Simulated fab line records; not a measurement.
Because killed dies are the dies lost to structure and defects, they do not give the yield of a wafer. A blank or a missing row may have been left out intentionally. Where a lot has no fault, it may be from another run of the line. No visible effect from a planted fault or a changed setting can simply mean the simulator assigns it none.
Chamber matching    flow n5Finfet    N5_BEOL_M5_DESCUM_33 on rieDiel-05 has 4 sister chambers
The step chemistry O2, time 7 s. 18 wafers are shown with their chamber, then 9 later ones without.

WAFERS, EACH WITH ITS CHAMBER
wafer   chamber  showerheadPlenumPTorr (Torr)  drypumpMotorCurrentA (A)  oesProductAu (a.u.)
L076.1  3        2.04                          6.1                       0.78
L076.4  2        2.17                          5.3                       0.71
L076.6  0        2.12                          6.1                       0.83
L075.1  0        2.12                          6.0                       0.83
L075.3  2        2.17                          5.3                       0.71
L075.5  0        2.12                          6.1                       0.84
L079.1  1        2.16                          6.3                       0.68
L079.2  0        2.12                          6.1                       0.83
L079.5  0        2.12                          6.1                       0.83
L082.1  1        2.16                          6.3                       0.67
L082.3  3        2.03                          6.1                       0.77
L082.6  2        2.17                          5.3                       0.70
L088.1  0        2.11                          6.1                       0.80
L088.2  3        2.03                          6.2                       0.77
L088.4  1        2.16                          6.3                       0.66
L090.2  1        2.16                          6.3                       0.65
L090.3  0        2.11                          6.0                       0.81
L090.4  1        2.16                          6.3                       0.66

SIGNATURES, as means of the wafers listed above
reading                chamber 0  chamber 1  chamber 2  chamber 3  scatter within a chamber
showerheadPlenumPTorr  2.1171     2.1600     2.1700     2.0333     0.00387
drypumpMotorCurrentA   6.071      6.300      5.300      6.133      0.0387
oesProductAu           0.8243     0.6640     0.7067     0.7733     0.0114
Rule: for a wafer and a chamber, the distance is found by dividing, reading by reading, the gap between the wafer's reading and the chamber's mean by the reading's scatter, squaring, summing and taking the root. If the next closest chamber is less than 2 further off than the closest, the wafer can't be placed; otherwise it belongs to the closest. The scatter is the square root of a quotient: the sum, over the shown wafers, of each reading's squared deviation from its chamber's mean, divided by wafers minus chambers.

WAFERS WITH NO CHAMBER GIVEN
wafer   showerheadPlenumPTorr (Torr)  drypumpMotorCurrentA (A)  oesProductAu (a.u.)
L092.1  2.11                          6.1                       0.80
L092.2  2.16                          5.3                       0.68
L092.5  2.16                          5.3                       0.69
L095.1  2.10                          6.1                       0.79
L095.4  2.16                          5.3                       0.69
L095.5  2.16                          5.3                       0.69
L096.1  2.16                          5.3                       0.68
L096.2  2.02                          6.1                       0.75
L096.6  2.16                          5.3                       0.68

WHICH CHAMBER EACH ONE RAN IN
wafer   from the rows above  in truth
L092.1  0                    0
L092.2  2                    2
L092.5  2                    2
L095.1  0                    0
L095.4  2                    2
L095.5  2                    2
L096.1  2                    2
L096.2  3                    3
L096.6  2                    2
Correctly placed: 9 of 9. Left unplaced by these rows: 0. Wrongly placed: 0.
